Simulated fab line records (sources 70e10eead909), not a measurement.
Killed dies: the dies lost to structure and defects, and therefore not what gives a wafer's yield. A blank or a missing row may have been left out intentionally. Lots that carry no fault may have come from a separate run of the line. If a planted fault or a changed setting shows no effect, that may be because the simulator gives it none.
A single fault, viewed from 2 desks    flow nand_harc    what lay behind the numbers comes last; until then each desk has only its own

THE TOOL OWNER'S DESK: rie_diel-04
The tool's own readings at NHARC_P_M1_ETCH_35 (etches the open film in N2/H2, target depth 40 nm, overetch 12 nm, time 43.94 s): means of the sampled wafers that have a number, for each lot that ran on this tool. Any lot whose mean is over 4 standard deviations away from the usual mean is out of limits and marked OUT; that distance is given in the brackets. Readings shown: 7 out of 8 (the first out of limits, and those lying furthest out on some lot).
Columns: A = bias_w at NHARC_P_M1_ETCH_35, usual 150.0 W; B = drypump_motor_current_A at NHARC_P_M1_ETCH_35, usual 5.6 A; C = oes_product_au at NHARC_P_M1_ETCH_35, usual 1.006 a.u.; D = rf_vpp_V at NHARC_P_M1_ETCH_35, usual 432.8 V; E = run_length_s at NHARC_P_M1_ETCH_35, usual 65.1 s; F = showerhead_plenum_p_Torr at NHARC_P_M1_ETCH_35, usual 2.12 Torr; G = throttle_valve_pct at NHARC_P_M1_ETCH_35, usual 14.172 %
lot   first seen here  A      B    C      D      E               F     G
L336  day 6 16:25      149.9  5.6  1.007  433.0  65.3            2.12  14.170
L342  day 7 23:58      149.8  5.2  1.004  432.0  65.2            2.08  14.172
L350  day 10 02:29     149.9  5.8  1.007  434.5  60.2 (-12) OUT  2.18  14.170
L351  day 10 07:11     150.2  5.8  1.001  433.7  60.3 (-12) OUT  2.18  14.178
This desk finds L350, L351 out of limits, L350 being first, at day 10 02:29 (run_length_s at NHARC_P_M1_ETCH_35). L336, L342: within limits.

THE DEFECT DESK
Counts from the inspections along the route, per lot, as means over the sampled wafers that have a number. Any lot whose mean is over 4 standard deviations away from the usual mean is out of limits and marked OUT; that distance is given in the brackets.
Columns: A = raw_defect_count at NHARC_P_M0_INSPECT_11, usual 4.0
lot   first seen here  A
L335  day 5 19:59      4.3
L336  day 6 11:53      3.7
L338  day 6 14:26      4.0
L339  day 6 21:22      2.0
L341  day 6 22:47      3.3
L342  day 7 19:42      3.0
L349  day 9 21:09      2.7
L350  day 9 22:07      3.7
L351  day 10 02:58     3.0
L352  day 10 06:04     3.0
L354  day 10 12:17     3.7
L357  day 11 04:10     8.7
Result from this desk: across the 12 lots, nothing is out of limits.

TAKEN TOGETHER
An alarm could have come from the tool owner's desk at day 10 02:29, on L350, L351.
Nothing the defect desk looked at was out of limits.
The defect desk has L350, L351 on record, within its limits.
The lots listed all ran NHARC_P_M1_ETCH_35 on rie_diel-04.

WHAT THE SIMULATOR PUT IN
rie_diel-04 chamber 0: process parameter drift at NHARC_P_M1_ETCH_35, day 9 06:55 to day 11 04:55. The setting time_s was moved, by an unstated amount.
Shown lots that were struck: L350, L351.
Time in hours from fault onset to the first out-of-limits reading at each desk: the tool owner's desk, 20.
